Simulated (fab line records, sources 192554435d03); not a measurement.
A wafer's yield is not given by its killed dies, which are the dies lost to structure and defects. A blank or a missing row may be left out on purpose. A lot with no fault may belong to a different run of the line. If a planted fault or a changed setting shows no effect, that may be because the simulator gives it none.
fab line records -- flow n5-finfet
[record] lots = 11, wafers = 33, last-day = 18
route steps=1938 shown BEOL_M14@1765 TV_OPEN@1890 PAD_METAL@1894 PASSIVATION@1908
lots untouched by any fault: they come from a run of this same line in which no faults occurred
start-h: hours from the record's opening day to when the first of the lot's shown wafers began -- wait-h: time in hours since the lot's previous step -- " the same as in the row above -- L1.1+2: several wafers, shown together as one row -- - no value, or no start was given -- * or withheld: withheld -- < > ~ a bound
route shown NAME@n: NAME is a module with steps in the file, n the number in the route of the first one -- usual: mean and standard deviation over wafers with no fault -- same: alike in all rows -- chamber/n: place in a boat -- sites: the reading at each site -- _std_site: how widely they spread, as a standard deviation -- _edge_site: the outer-site mean with the inner-site mean subtracted -- radius-mm: for every site, how far away it sits from the centre of the wafer -- mask NAME#n: copy n -- behind: tool/chamber where the wafer was last shaped -- hold: the reason the lot was held/the length of the hold in hours/how it ended -- device: the n, p or np transistor that did not switch -- end of line: the same wafers' tests at the end of the route -- a step given without rows: its recipe and nothing more -- killed: the dies lost at the first sort to structure and to defects; this is not the yield of the wafer -- map: the dies of a wafer, with x for killed, . for not killed, _ for no die there
set.NAME: the setting that was run; set.NAME@STEP: the one run at that earlier step -- model.NAME: the simulator's own value behind a step, which no gauge read
the route's steps for a sample of lots (tables are steps, rows are wafers)
services: from which hour (start-h, from the record's first day; less than 0 if before it) a tool's chamber was out of use, for how many hours, and why
[[steps]]
[step N5_BEOL_M14_ECD_47]
[recipe] material = Cu, target-thk-a = 12480
lot.wafer,tool,chamber,start-h,wait-h
L727.2+3+4,ecd-cu-01,"0,0,1",253.20,0.1
L726.3+4+5,ecd-cu-01,"0,1,1",256.58,0.1
L729.1+2+4,ecd-cu-02,"1,0,0",285.62,0.1
L732.2+3+6,ecd-cu-02,"1,0,0",298.53,0.1
L735.3+4+6,ecd-cu-01,"1,0,0",319.84,0.1
L737.1+2+6,ecd-cu-01,"0,1,0",343.36,0.1
L738.1+5+6,ecd-cu-01,"1,1,0",343.80,0.1
L743.1+4+6,ecd-cu-02,"1,0,0",379.33,0.1
L746.1+5+6,ecd-cu-02,"0,0,1",391.51,0.1
L748.3+4+6,ecd-cu-02,"0,1,0",409.33,0.1
L747.1+2+4,ecd-cu-02,"1,0,0",412.59,0.1
[step N5_PASSIVATION_ETCH_15]
[recipe] chemistry = CF4/N2, target = SiCN, target-depth-a = 750, taper-deg = 2, time-s = 81.2, ion-energy-ev = 150, mask-material = SiNx, pressure-mtorr = 40, source-w = 430, bias-w = 70, Ar_flow_sccm = 100, cf4-flow-sccm = 60, n2-flow-sccm = 60
[usual] drypump-motor-current-A = 5.8/0.54, oes-product-au = 0.78/0.1, rf-vpp-V = 382.4/2, showerhead-plenum-p-Torr = 2.21/0.077, throttle-valve-pct = 15.37/0.26
lot.wafer,tool,chamber,start-h,wait-h,drypump-motor-current-A,oes-product-au,rf-hours-counter-h,rf-vpp-V,showerhead-plenum-p-Torr,throttle-valve-pct
L727.2,rie-diel-04,3,-,-,5.9,0.98,2,385.4,2.35,15.12
L727.3,rie-diel-04,2,-,-,4.9,0.71,229,384.9,2.26,15.49
L727.4,rie-diel-04,1,-,-,6.3,0.70,227,383.7,2.28,15.36
L726.3,rie-diel-04,2,-,-,4.9,0.71,231,383.3,2.26,15.53
L726.4,rie-diel-04,1,-,-,6.3,0.69,230,384.4,2.28,15.36
L726.5,rie-diel-04,1,-,-,6.3,0.69,-,384.0,2.28,15.36
L729.1,rie-diel-04,0,-,-,5.3,0.71,192,384.4,2.28,15.55
L729.2,rie-diel-04,2,-,-,4.9,0.70,238,381.7,2.26,15.53
L729.4,rie-diel-04,3,-,-,5.9,0.94,12,385.2,2.35,15.13
L732.2,rie-diel-06,3,-,-,5.2,0.71,205,379.7,2.09,15.43
L732.3,rie-diel-06,2,-,-,6.2,0.84,68,380.8,2.15,15.54
L732.6,rie-diel-06,2,-,-,6.1,0.84,-,380.4,2.15,15.54
L735.3,rie-diel-02,3,-,-,6.5,0.66,237,382.0,2.19,15.63
L735.4,rie-diel-02,2,-,-,6.3,0.69,234,379.5,2.09,15.54
L735.6,rie-diel-02,3,-,-,6.4,0.65,-,381.0,2.19,15.63
L737.1,rie-diel-04,3,-,-,5.9,0.90,27,384.7,2.35,15.19
L737.2,rie-diel-04,1,-,-,6.2,0.68,253,384.0,2.27,15.39
L737.6,rie-diel-04,3,-,-,5.9,0.90,-,385.6,2.35,15.17
L738.1,rie-diel-06,2,-,-,6.2,0.82,84,381.7,2.14,15.58
L738.5,rie-diel-06,3,-,-,5.2,0.69,-,378.9,2.08,15.47
L738.6,rie-diel-06,2,-,-,6.2,0.82,-,380.3,2.14,15.58
L743.1,rie-diel-02,1,-,-,5.1,0.91,34,383.7,2.24,14.85
L743.4,rie-diel-02,1,-,-,5.1,0.91,-,383.3,2.24,14.86
L743.6,rie-diel-02,0,-,-,6.4,0.87,-,382.9,2.23,15.18
L746.1,rie-diel-06,2,-,-,6.2,0.81,100,380.9,2.14,15.61
L746.5,rie-diel-06,0,-,-,5.9,0.99,-,385.0,2.26,15.28
L746.6,rie-diel-06,3,-,-,5.2,0.67,-,379.3,2.08,15.50
L748.3,rie-diel-02,2,-,-,6.3,0.95,3,385.1,2.35,15.12
L748.4,rie-diel-02,3,-,-,6.5,0.90,10,382.6,2.18,15.19
L748.6,rie-diel-02,1,-,-,5.1,0.87,-,382.6,2.24,14.87
L747.1,rie-diel-04,2,-,-,4.8,0.89,21,382.7,2.25,15.12
L747.2,rie-diel-04,1,-,-,6.2,0.97,9,382.6,2.27,14.95
L747.4,rie-diel-04,0,-,-,5.3,0.69,236,383.0,2.26,15.67
[step N5_PASSIVATION_PRE_CLEAN_19]
[recipe] gas = H2/He, time-s = *, temp-c = *
[usual] heater-power-w = 511/52
lot.wafer,tool,chamber,start-h,wait-h,heater-power-w
L727.2,pvd-sputter-02,-,268.18,0.0,567
L727.3,pvd-sputter-02,-,268.18,0.0,519
L727.4,pvd-sputter-02,-,268.18,0.0,532
L726.3,pvd-sputter-01,-,279.61,0.0,481
L726.4,pvd-sputter-01,-,279.61,0.0,580
L726.5,pvd-sputter-01,-,279.61,0.0,587
L729.1,pvd-sputter-01,-,307.13,0.0,576
L729.2,pvd-sputter-01,-,307.13,0.0,505
L729.4,pvd-sputter-01,-,307.13,0.0,585
L732.2,pvd-sputter-01,-,314.54,0.0,565
L732.3,pvd-sputter-01,-,314.54,0.0,473
L732.6,pvd-sputter-01,-,314.54,0.0,577
L735.3,pvd-sputter-02,-,337.40,0.0,513
L735.4,pvd-sputter-02,-,337.40,0.0,572
L735.6,pvd-sputter-02,-,337.40,0.0,423
L737.1,pvd-sputter-02,-,358.13,0.0,512
L737.2,pvd-sputter-02,-,358.13,0.0,415
L737.6,pvd-sputter-02,-,358.13,0.0,529
L738.1,pvd-sputter-03,-,362.86,0.0,452
L738.5,pvd-sputter-03,-,362.86,0.0,470
L738.6,pvd-sputter-03,-,362.86,0.0,456
L743.1,pvd-sputter-02,-,396.66,0.0,561
L743.4,pvd-sputter-02,-,396.66,0.0,505
L743.6,pvd-sputter-02,-,396.66,0.0,581
L746.1,pvd-sputter-01,-,409.46,0.0,504
L746.5,pvd-sputter-01,-,409.46,0.0,521
L746.6,pvd-sputter-01,-,409.46,0.0,580
L748.3,pvd-sputter-02,-,431.05,0.0,507
L748.4,pvd-sputter-02,-,431.05,0.0,562
L748.6,pvd-sputter-02,-,431.05,0.0,520
L747.1,pvd-sputter-03,-,433.37,0.0,557
L747.2,pvd-sputter-03,-,433.37,0.0,529
L747.4,pvd-sputter-03,-,433.37,0.0,458
[step N5_PASSIVATION_DESCUM_32]
[recipe] chemistry = O2, time-s = 7.9, source-power-w = 50, bias-power-w = 20, pressure-mtorr = 20, rf-frequency-hz = 2.712e+07, temp-c = 40, o2-flow-sccm = 225
[usual] drypump-motor-current-A = 5.6/0.47, oes-product-au = 0.78/0.099, rf-vpp-V = 243.2/1.4, showerhead-plenum-p-Torr = 2.10/0.081, throttle-valve-pct = 20.37/0.26
lot.wafer,tool,chamber,start-h,wait-h,drypump-motor-current-A,oes-product-au,rf-hours-counter-h,rf-vpp-V,showerhead-plenum-p-Torr,throttle-valve-pct
L727.2,rie-diel-01,0,269.00,0.0,6.0,0.66,244,244.3,2.18,20.72
L727.3,rie-diel-01,1,269.00,0.0,5.9,0.70,214,244.2,2.16,20.60
L727.4,rie-diel-01,2,269.00,0.0,5.6,0.88,45,244.7,2.24,20.17
L726.3,rie-diel-05,1,280.44,0.0,5.4,0.68,221,244.8,2.07,20.71
L726.4,rie-diel-05,3,280.44,0.0,4.8,0.69,226,245.2,2.16,20.45
L726.5,rie-diel-05,0,280.44,0.0,5.2,0.67,-,242.6,2.05,20.08
L729.1,rie-diel-03,1,307.95,0.0,5.4,0.80,69,241.9,2.04,20.02
L729.2,rie-diel-03,2,307.95,0.0,4.7,0.89,35,243.5,2.05,20.13
L729.4,rie-diel-03,0,307.95,0.0,5.2,0.81,56,244.4,2.20,20.12
L732.2,rie-diel-03,2,315.37,0.0,4.7,0.90,38,241.4,2.05,20.14
L732.3,rie-diel-03,3,315.37,0.0,6.4,0.71,177,240.6,1.99,20.72
L732.6,rie-diel-03,3,315.37,0.0,6.4,0.71,-,242.2,1.99,20.73
L735.3,rie-diel-01,0,338.23,0.0,6.0,0.94,11,244.0,2.18,20.45
L735.4,rie-diel-01,3,338.23,0.0,5.7,0.82,-,241.1,2.06,20.23
L735.6,rie-diel-01,0,338.23,0.0,6.0,0.94,-,243.7,2.18,20.47
L737.1,rie-diel-05,3,359.15,0.2,4.8,0.67,254,243.6,2.15,20.49
L737.2,rie-diel-05,0,359.15,0.2,5.2,0.66,245,244.3,2.04,20.14
L737.6,rie-diel-05,3,359.15,0.2,4.8,0.67,-,244.1,2.15,20.52
L738.1,rie-diel-03,3,363.56,0.0,6.4,0.71,195,243.1,1.98,20.75
L738.5,rie-diel-03,3,363.56,0.0,6.4,0.71,-,243.4,1.98,20.75
L738.6,rie-diel-03,1,363.56,0.0,5.4,0.78,-,242.6,2.03,20.06
L743.1,rie-diel-01,3,397.36,0.0,5.7,0.78,91,242.0,2.05,20.26
L743.4,rie-diel-01,3,397.36,0.0,5.7,0.78,-,243.7,2.05,20.27
L743.6,rie-diel-01,0,397.36,0.0,6.0,0.90,-,243.3,2.17,20.49
L746.1,rie-diel-01,3,410.15,0.0,5.7,0.78,98,242.4,2.05,20.29
L746.5,rie-diel-01,2,410.15,0.0,5.5,0.82,-,245.2,2.22,20.26
L746.6,rie-diel-01,3,410.15,0.0,5.7,0.78,-,242.5,2.05,20.30
L748.3,rie-diel-03,0,431.88,0.0,5.2,0.77,102,245.2,2.18,20.19
L748.4,rie-diel-03,1,431.88,0.0,5.4,0.76,115,241.3,2.02,20.10
L748.6,rie-diel-03,2,431.88,0.0,4.7,0.84,-,243.0,2.04,20.19
L747.1,rie-diel-01,2,434.07,0.0,5.6,0.80,108,244.3,2.21,20.26
L747.2,rie-diel-01,0,434.07,0.0,6.0,0.86,49,244.6,2.16,20.53
L747.4,rie-diel-01,3,434.07,0.0,5.7,0.77,106,241.9,2.04,20.29
[step N5_PASSIVATION_PROBE_49]
[usual] defect-limited-yield = 91.5/1.3, killed_at_M0_to_M3 = 36/10, killed_at_M4_up = 13/4.7, killed-at-contacts = 13/6.7, killed-at-front-end = 37/9.7, killed-at-other = 2.6/2.3, killed-dies = 101/15, killed-on-rim = 14/4.3, killed-open = 67/12, killed-short = 32/6.7, sort_bin_4_leakage = 0.0/0.31, sort_bin_5_function = 5.0/0.89, sort_bin_6_memory = 3.2/0.63, sort_bin_8_speed = 0.01/0.03, sort-n-pass = 1079/16, sort-yield-pct = 91.4/1.4
[same] gross-dies = 1180, killed-at-back-side = 0
lot.wafer,tool,chamber,start-h,wait-h,defect-limited-yield[%],killed_at_M0_to_M3,killed_at_M4_up,killed-at-contacts,killed-at-front-end,killed-at-other,killed-dies,killed-on-rim,killed-open,killed-short,sort_bin_4_leakage[%],sort_bin_5_function[%],sort_bin_6_memory[%],sort_bin_8_speed[%],sort-n-pass,sort-yield-pct[%]
L729.1,prober-01,-,312.98,0.0,91.9,28,8,17,37,5,95,13,70,25,0,4.7,3.3,0,1085,91.9
L729.2,prober-01,-,313.03,0.1,92.7,27,9,15,30,5,86,13,57,25,0,4.2,2.7,0,1094,92.7
L729.4,prober-01,-,313.13,0.2,93.1,30,17,8,25,2,82,13,54,26,0,4.2,2.7,0,1098,93.1
L732.2,prober-01,-,320.39,0.1,93.3,30,8,10,29,2,79,7,56,23,0,4.1,2.5,0,1101,93.3
L732.3,prober-01,-,320.44,0.1,91.0,29,12,17,47,1,106,25,56,44,0,4.7,3.4,0,1074,91.0
L732.6,prober-01,-,320.59,0.3,91.5,22,9,23,43,3,100,13,65,35,0,4.9,3.5,0,1080,91.5
L737.1,prober-01,-,364.05,0.0,59.7,29,392,11,39,4,475,54,67,25,0,25.1,12.5,0,705,59.7
L737.2,prober-01,-,364.10,0.1,92.5,25,19,6,38,1,89,13,56,31,0,4.2,3.1,0,1091,92.5
L737.6,prober-01,-,364.30,0.3,60.3,23,407,9,27,3,469,70,42,26,0,23.5,14.2,0,711,60.3
L738.1,prober-02,-,368.33,0.0,94.5,23,10,9,17,6,65,5,44,20,0,3.1,2.2,0,1115,94.5
L738.5,prober-02,-,368.53,0.2,93.3,24,9,15,27,4,79,7,50,26,0,3.2,3.0,0,1101,93.3
L738.6,prober-02,-,368.58,0.3,59.2,50,392,3,33,3,481,70,60,33,0,23.9,14.8,0,699,59.2
L743.1,prober-02,-,402.38,0.0,92.8,28,14,15,26,2,85,15,68,16,0,4.1,3.1,0,1095,92.8
L743.4,prober-02,-,402.53,0.2,93.1,28,15,1,34,3,81,10,50,27,0,4.2,2.3,0,1099,93.1
L743.6,prober-02,-,402.63,0.3,92.5,35,9,10,34,0,88,11,56,29,0,4.0,3.0,0,1092,92.5
L746.1,prober-02,-,415.81,0.0,90.6,24,8,13,65,1,111,15,82,28,0,5.5,3.5,0,1069,90.6
L746.5,prober-02,-,416.01,0.2,90.5,30,12,11,50,9,112,16,77,33,0,5.7,3.3,0,1068,90.5
L746.6,prober-02,-,416.06,0.3,91.9,33,15,18,26,4,96,12,64,29,0,4.0,3.9,0,1084,91.9
// killed by level:class
L729.1 MOL_CONTACT_COAG:geometric-particle:open=14 STI_FIN_REVEAL:geometric-particle:open=10 BEOL_M3:geometric-particle:open=9 BEOL_M0_SAQP:geometric-particle:open=5 BEOL_M1:geometric-particle:open=5 FIN_SAQP:geometric-particle:open=4 STARTING-WAFER:geometric-particle:short=4 DUMMY_GATE:geometric-particle:open=3
L729.2 MOL_CONTACT_COAG:geometric-particle:open=11 FIN_SAQP:geometric-particle:open=8 BEOL_M1:geometric-particle:open=7 BEOL_M3:geometric-particle:open=7 FIN_SAQP:geometric-particle:short=5 STI_FIN_REVEAL:geometric-particle:open=5 MOL_CONTACT_COAG:geometric-particle:short=4 BEOL_M4:geometric-particle:open=4
L729.4 BEOL_M1:geometric-particle:open=10 MOL_CONTACT_COAG:geometric-particle:open=7 BEOL_M3:geometric-particle:open=7 BEOL_M4:geometric-particle:open=6 FIN_SAQP:geometric-particle:short=5 GATE_CUT:geometric-particle:short=5 BEOL_M2:geometric-particle:open=5 BEOL_M5:geometric-particle:open=5
L732.2 BEOL_M1:geometric-particle:open=10 FIN_SAQP:geometric-particle:open=8 MOL_CONTACT_COAG:geometric-particle:open=8 BEOL_M0_SAQP:geometric-particle:short=7 STI_FIN_REVEAL:geometric-particle:open=5 ILD0:geometric-particle:short=4 BEOL_M0_SAQP:geometric-particle:open=4 DUMMY_GATE:geometric-particle:open=3
L732.3 BEOL_M3:geometric-particle:open=12 MOL_CONTACT_COAG:geometric-particle:short=10 FIN_SAQP:geometric-particle:open=8 FIN_SAQP:geometric-particle:short=8 GATE_CUT:geometric-particle:short=8 MOL_CONTACT_COAG:geometric-particle:open=7 HKMG_FIN:area-etch=6 BEOL_M0_SAQP:geometric-particle:short=4
L732.6 MOL_CONTACT_COAG:geometric-particle:open=18 ILD0:geometric-particle:short=9 BEOL_M3:geometric-particle:open=9 STI_FIN_REVEAL:geometric-particle:open=6 FIN_SAQP:geometric-particle:open=5 GATE_CUT:geometric-particle:short=5 GATE_CUT:geometric-particle:open=5 MOL_CONTACT_COAG:geometric-particle:short=5
L737.1 BEOL_M14:unspecified=382 MOL_CONTACT_COAG:geometric-particle:open=11 STI_FIN_REVEAL:geometric-particle:open=8 BEOL_M1:geometric-particle:open=7 FIN_SAQP:geometric-particle:open=6 GATE_CUT:geometric-particle:short=6 BEOL_M0_SAQP:geometric-particle:open=6 FIN_SAQP:geometric-particle:short=5
L737.2 BEOL_M4:geometric-particle:open=14 BEOL_M0_SAQP:geometric-particle:short=9 BEOL_M0_SAQP:geometric-particle:open=7 MOL_CONTACT_COAG:geometric-particle:open=6 STI_FIN_REVEAL:geometric-particle:open=6 STARTING-WAFER:geometric-particle:short=5 BEOL_M1:geometric-particle:open=5 STI_FIN_REVEAL:geometric-particle:short=4
L737.6 BEOL_M14:unspecified=401 FIN_SAQP:geometric-particle:open=8 MOL_CONTACT_COAG:geometric-particle:open=8 BEOL_M0_SAQP:geometric-particle:short=8 FIN_SAQP:geometric-particle:short=6 BEOL_M0_SAQP:geometric-particle:open=6 BEOL_M1:geometric-particle:open=5 BEOL_M4:geometric-particle:open=3
L738.1 MOL_CONTACT_COAG:geometric-particle:open=7 BEOL_M1:geometric-particle:open=6 FIN_SAQP:geometric-particle:open=4 GATE_CUT:geometric-particle:short=4 BEOL_M3:geometric-particle:open=4 FIN_SAQP:geometric-particle:short=3 BEOL_M0:geometric-particle:open=3 BEOL_M2:geometric-particle:open=3
L738.5 MOL_CONTACT_COAG:geometric-particle:open=13 FIN_SAQP:geometric-particle:short=6 BEOL_M3:geometric-particle:open=5 FIN_CUT:geometric-particle:short=4 FIN_SAQP:geometric-particle:open=3 STI_FIN_REVEAL:geometric-particle:open=3 BEOL_M0_SAQP:geometric-particle:open=3 BEOL_M0:geometric-particle:short=3
L738.6 BEOL_M14:unspecified=386 BEOL_M2:geometric-particle:open=14 BEOL_M3:geometric-particle:open=8 GATE_CUT:geometric-particle:open=6 BEOL_M0_SAQP:geometric-particle:open=6 BEOL_M2:geometric-particle:short=6 BEOL_M0_SAQP:geometric-particle:short=5 STARTING-WAFER:geometric-particle:short=5
L743.1 MOL_CONTACT_COAG:geometric-particle:open=15 BEOL_M1:geometric-particle:open=11 STI_FIN_REVEAL:geometric-particle:open=8 BEOL_M0_SAQP:geometric-particle:open=8 BEOL_M4:geometric-particle:open=7 FIN_SAQP:geometric-particle:open=6 BEOL_M0_SAQP:geometric-particle:short=4 BEOL_M2:geometric-particle:open=3
L743.4 BEOL_M0:geometric-particle:open=8 FIN_SAQP:geometric-particle:open=6 DUMMY_GATE:geometric-particle:open=6 BEOL_M1:geometric-particle:open=6 BEOL_M4:geometric-particle:open=6 BEOL_M0_SAQP:geometric-particle:short=5 BEOL_M4:geometric-particle:short=5 STI_FIN_REVEAL:geometric-particle:open=4
L743.6 BEOL_M3:geometric-particle:open=13 FIN_SAQP:geometric-particle:open=9 MOL_CONTACT_COAG:geometric-particle:open=7 BEOL_M2:geometric-particle:open=7 FIN_SAQP:geometric-particle:short=6 STI_FIN_REVEAL:geometric-particle:open=5 BEOL_M1:geometric-particle:open=5 BEOL_M4:geometric-particle:open=4
L746.1 STI_FIN_REVEAL:geometric-particle:open=31 MOL_CONTACT_COAG:geometric-particle:open=12 DUMMY_GATE:geometric-particle:open=9 FIN_SAQP:geometric-particle:open=7 BEOL_M1:geometric-particle:short=6 STI_FIN_REVEAL:geometric-particle:short=5 FIN_SAQP:geometric-particle:short=4 BEOL_M1:geometric-particle:open=4
L746.5 STI_FIN_REVEAL:geometric-particle:open=20 BEOL_M1:geometric-particle:open=9 MOL_CONTACT_COAG:geometric-particle:open=8 FIN_SAQP:geometric-particle:short=7 BEOL_M3:geometric-particle:open=6 BEOL_M1:geometric-particle:short=5 FIN_SAQP:geometric-particle:open=4 BEOL_M2:geometric-particle:open=4
L746.6 MOL_CONTACT_COAG:geometric-particle:open=13 BEOL_M4:geometric-particle:open=10 BEOL_M0_SAQP:geometric-particle:short=8 FIN_SAQP:geometric-particle:open=6 BEOL_M1:geometric-particle:open=6 BEOL_M3:geometric-particle:open=5 BEOL_M0_SAQP:geometric-particle:open=5 MOL_CONTACT_COAG:geometric-particle:short=4
[[services]]
tool,chamber,start-h,hours,kind
rie-diel-01,2,234.02,5.6,repair
pvd-sputter-01,-,234.69,2.1,repair
rie-diel-04,3,237.79,-,clean
rie-diel-04,3,237.79,-,consumable-replace:focus-ring
rie-diel-04,3,237.79,-,consumable-replace:showerhead
rie-diel-04,3,237.79,23.2,scheduled-down
rie-diel-04,3,237.79,23.2,vent-cycle
rie-diel-05,2,241.81,11.7,repair
pvd-sputter-01,-,256.70,7.0,repair
ecd-cu-01,-,284.09,5.8,pm
rie-diel-05,1,284.48,2.8,repair
rie-diel-01,0,288.98,-,clean
rie-diel-01,0,288.98,-,consumable-replace:focus-ring
rie-diel-01,0,288.98,18.9,scheduled-down
ecd-cu-01,-,301.53,0.3,repair
rie-diel-01,1,330.90,18.3,repair
rie-diel-05,1,334.52,2.8,repair
pvd-sputter-01,-,340.25,1.8,repair
rie-diel-03,2,357.16,20.5,repair
rie-diel-01,0,390.40,5.7,repair
rie-diel-02,-,408.08,0.5,repair
pvd-sputter-01,-,414.15,8.3,repair
rie-diel-04,3,423.31,2.9,repair
pvd-sputter-03,-,430.25,1.9,repair
[[key]]
[first-sign] step = N5_PASSIVATION_PROBE_49, reading = killed_at_M4_up, direction = up, sigmas = 83, usual = 13, struck = 397
[effect] step = N5_PASSIVATION_PROBE_49, reading = defect-limited-yield, direction = down, sigmas = 24, usual = 91.5, struck = 59.7
[more-kills-born-at] N5_BEOL_M14_ECD_47@ecd-cu-01 = 1169
met-at N5_BEOL_M14_ECD_47
struck-lots L737,L738
struck-wafers L737.1,L737.6,L738.6
not-acting-at N5_PASSIVATION_ETCH_15,N5_PASSIVATION_PRE_CLEAN_19,N5_PASSIVATION_DESCUM_32
onset-between 319.84 343.36
[fault] kind = chamber-particle-source, tool = ecd-cu-01, chamber = 0, onset-h = 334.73, steps = N5_BEOL_M14_ECD_47, rate-per-visit-cm2 = 0.7651, end-h = 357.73
